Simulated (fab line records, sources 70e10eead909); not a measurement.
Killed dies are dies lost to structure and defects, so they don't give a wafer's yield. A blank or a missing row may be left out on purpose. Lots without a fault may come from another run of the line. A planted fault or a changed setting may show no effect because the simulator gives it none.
fab line records | flow nand_harc
record lots=15 wafers=42 last_day=33
route steps=1302 shown A_ONON_D2@545
lots that met no fault: from a run of the same line without faults
start_h: hours from the record's first day to the start of the lot's first wafer shown | wait_h: hours since the lot's step before | " the same as in the row above | L1.1+2: a row that stands for several wafers | - no value, or no start given | * or withheld: withheld | < > ~ a bound
route shown NAME@n: a module of which the file shows steps, and the number in the route of the first | usual: mean/standard deviation of fault-free wafers | same: alike in all rows | chamber/n: place in a boat | sites: the reading at each site | _std_site: their standard deviation | _edge_site: outer sites' mean less inner sites' | radius_mm: how far each site lies from the wafer's centre | mask NAME#n: copy n | behind: the tool/chamber that last shaped the wafer | hold: why the lot was held/for how many hours/how that ended | device: the transistor (n, p or np) that didn't switch | end of line: the same wafers' tests at the end of the route | a step without rows: its recipe alone | killed: dies lost to structure and defects at the first sort, not the wafer's yield | map: a wafer's dies, x killed, . not, _ none there
set.NAME: the setting as run; set.NAME@STEP: as run at that earlier step | model.NAME: the simulator's own value behind a step, which no gauge read
steps of the route over a sample of lots; a table a step, a row a wafer
services: from which hour (start_h, from the record's first day; less than 0 if before it) a tool's chamber was out of use, for how many hours, and why
## steps
# step NHARC_A_ONON_D2_DEP_00
# recipe target_thk_a=10000 n2_flow_sccm=2750 n2o_flow_sccm=2000 nh3_flow_sccm=500 sih4_flow_sccm=210 temp_c=400
# columns lot.wafer tool chamber start_h wait_h
L687.3+4+5 pecvd_onon-02 0 270.29 0.2
L688.2+4 pecvd_onon-02 0 298.97 0.1
L690.1+5+6 pecvd_onon-03 0 314.73 0.1
L691.2+6 pecvd_onon-02 0 319.31 0.1
L692.2+4 pecvd_onon-02 0 333.04 0.1
L698.3+5+6 pecvd_onon-02 0 391.97 0.2
L700.3+4+6 pecvd_onon-02 0 420.25 0.2
L704.1+3+6 pecvd_onon-02 0 449.25 0.1
L702.3+4+5 pecvd_onon-03 0 449.37 0.2
L703.3+5+6 pecvd_onon-04 0 449.54 0.2
L705.1+2+6 pecvd_onon-02 0 467.36 0.1
L706.2+3+6 pecvd_onon-04 0 475.32 0.1
L707.2+3+4 pecvd_onon-04 0 480.86 0.1
L708.1+2+3 pecvd_onon-02 0 496.85 0.1
L709.1+5+6 pecvd_onon-03 0 509.69 0.1
# step NHARC_A_ONON_D2_THK_MEAS_02
# recipe thk_meas_gauge=ellipsometry
# usual thk_nm=1005/12
# columns lot.wafer tool chamber start_h wait_h thk_nm
L687.3 film_metro-01 - 270.68 - 1007
L687.4 " - " " 1007
L687.5 " - " " 1006
L688.2 film_metro-02 - 299.42 - 606
L688.4 " - " " 1034
L690.1 film_metro-01 - 315.23 - 1004
L690.5 " - " " 1005
L690.6 " - " " 1003
L691.2 film_metro-02 - 319.77 - 566
L691.6 " - " " 993
L692.2 film_metro-02 - 333.49 - 581
L692.4 " - " " 1006
L698.3 film_metro-01 - 392.36 - 997
L698.5 " - " " 1000
L698.6 " - " " 997
L700.3 film_metro-02 - 420.65 - 1000
L700.4 " - " " 999
L700.6 " - " " 1000
L704.1 film_metro-01 - 449.75 - 1015
L704.3 " - " " 1017
L704.6 " - " " 1014
L702.3 film_metro-02 - 449.77 - 1001
L702.4 " - " " 1002
L702.5 " - " " 1000
L703.3 film_metro-01 - 449.94 - 993
L703.5 " - " " 993
L703.6 " - " " 994
L705.1 film_metro-01 - 467.86 - 1009
L705.2 " - " " 1011
L705.6 " - " " 1009
L706.2 film_metro-02 - 475.77 - 987
L706.3 " - " " 987
L706.6 " - " " 985
L707.2 film_metro-02 - 481.31 - 999
L707.3 " - " " 998
L707.4 " - " " 998
L708.1 film_metro-01 - 497.36 - 1021
L708.2 " - " " 1020
L708.3 " - " " 1023
L709.1 film_metro-02 - 510.20 - 1017
L709.5 " - " " 1016
L709.6 " - " " 1018
## services
# columns tool chamber start_h hours kind
pecvd_onon-04 - 311.00 13.0 pm
pecvd_onon-02 - 366.00 13.0 pm
pecvd_onon-03 - 408.08 13.0 pm
pecvd_onon-04 - 492.00 13.0 pm
pecvd_onon-02 - 508.56 8.1 repair
## key
first_sign step=NHARC_A_ONON_D2_THK_MEAS_02 reading=thk_nm direction=down sigmas=36 usual=1005 struck=584
effect none on later readings
met_at NHARC_A_ONON_D2_DEP_00
struck_lots L688,L691,L692
struck_wafers L688.2,L691.2,L692.2
later_rows_left_out L688.2,L691.2,L692.2
sort_left_out L688.2,L691.2,L692.2
tester_left_out L688,L691,L692
onset_between 270.29 298.97
fault kind=process_parameter_drift tool=pecvd_onon-02 chamber=- onset_h=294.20 steps=NHARC_A_ONON_D2_DEP_00 channel=target_thk_a offset=* shape=step end_h=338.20 scope=struck_wafers_only acts_in=* stated=*
# tester_left_out: of these lots the tester's yield and bins aren't shown, on N5 and GAA mostly nor the transistor test; their killed dies are dies lost to structure and defects alone, not to doping, threshold or leakage, so they don't give the yield
# sort_left_out: the simulated sort isn't trusted on such a fault, so these wafers' sort isn't shown, and their yield isn't known
# later_rows_left_out: the simulator's readings of these wafers behind a module that went badly wrong aren't trusted and aren't shown, but for the sort
